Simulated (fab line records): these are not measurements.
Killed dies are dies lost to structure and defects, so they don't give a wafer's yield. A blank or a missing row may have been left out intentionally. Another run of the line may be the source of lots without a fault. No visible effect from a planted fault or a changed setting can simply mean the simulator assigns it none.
Which tool is to blame? ; flow n5 finfet ; Sampling: 12 lots, 36 wafers, 2 of 1938 route steps

## WHAT EACH GAUGE READ, for each wafer
N5_BEOL_M2_CD_MEAS_18: pitch 36 nm, target cd 18 nm.
lot;measured;on;cd nm (nm)
L075;day 7 04:37;cd sem-03;18.9 18.1 17.7
L077;day 7 11:13;cd sem-01;18.0 18.2 17.8
L079;day 8 04:17;cd sem-01;17.9 17.6 17.3
L081;day 8 19:05;cd sem-02;18.3 18.5 18.2
L083;day 9 03:34;cd sem-02;18.0 18.3 18.0
L084;day 9 09:58;cd sem-02;18.0 18.0 17.5
L088;day 10 01:08;cd sem-02;18.0 18.4 17.9
L089;day 10 15:14;cd sem-01;17.9 17.8 18.1
L091;day 11 04:53;cd sem-01;18.2 17.7 18.0
L094;day 11 23:56;cd sem-02;17.4 17.8 18.0
L096;day 12 03:13;cd sem-03;18.4 18.3 18.5
L097;day 12 10:46;cd sem-01;18.3 18.5 18.3

## WHAT TOOL EACH LOT RAN ON (gives the tool, then ch and the chambers of the sampled wafers, and finally the start)
lot;N5_BEOL_M2_STRIP_19
L075;rie diel-04 ch 0,1,2, day 7 04:33
L077;rie diel-05 ch 0,2,3, day 7 11:09
L079;rie diel-06 ch 0,1,3, day 8 04:13
L081;rie diel-05 ch 0,3, day 8 19:01
L083;rie diel-04 ch 0,2,3, day 9 03:29
L084;rie diel-05 ch 0,1,2, day 9 09:53
L088;rie diel-06 ch 0,3, day 10 01:04
L089;rie diel-04 ch 0,2, day 10 15:10
L091;rie diel-06 ch 0,1,3, day 11 04:49
L094;rie diel-06 ch 0,2,3, day 11 23:52
L096;rie diel-05 ch 1,2,3, day 12 03:08
L097;rie diel-06 ch 1,3, day 12 10:42
- N5_BEOL_M2_STRIP_19: strips in O2.

## THE ANSWER, worked out from the rows above alone
Rule: the lots themselves supply what counts as usual. The widest of any qualifying gaps counts: lots, ordered by their means at a reading, are off when they make up no more than a third of the lots, leave a main group of 4 or more, and stand apart from it by 3 or more times the standard deviation of that group's means. A main group whose means are all the same, to the digits that the tables above print for the reading, isn't used. A lot without any number at a reading at which 4 lots or more have one is off too. Any other lot the step has rows for is counted as sound.
Nothing can be told from this: no lot is off at any reading shown.

## WHAT THE SIMULATOR HAD PUT IN
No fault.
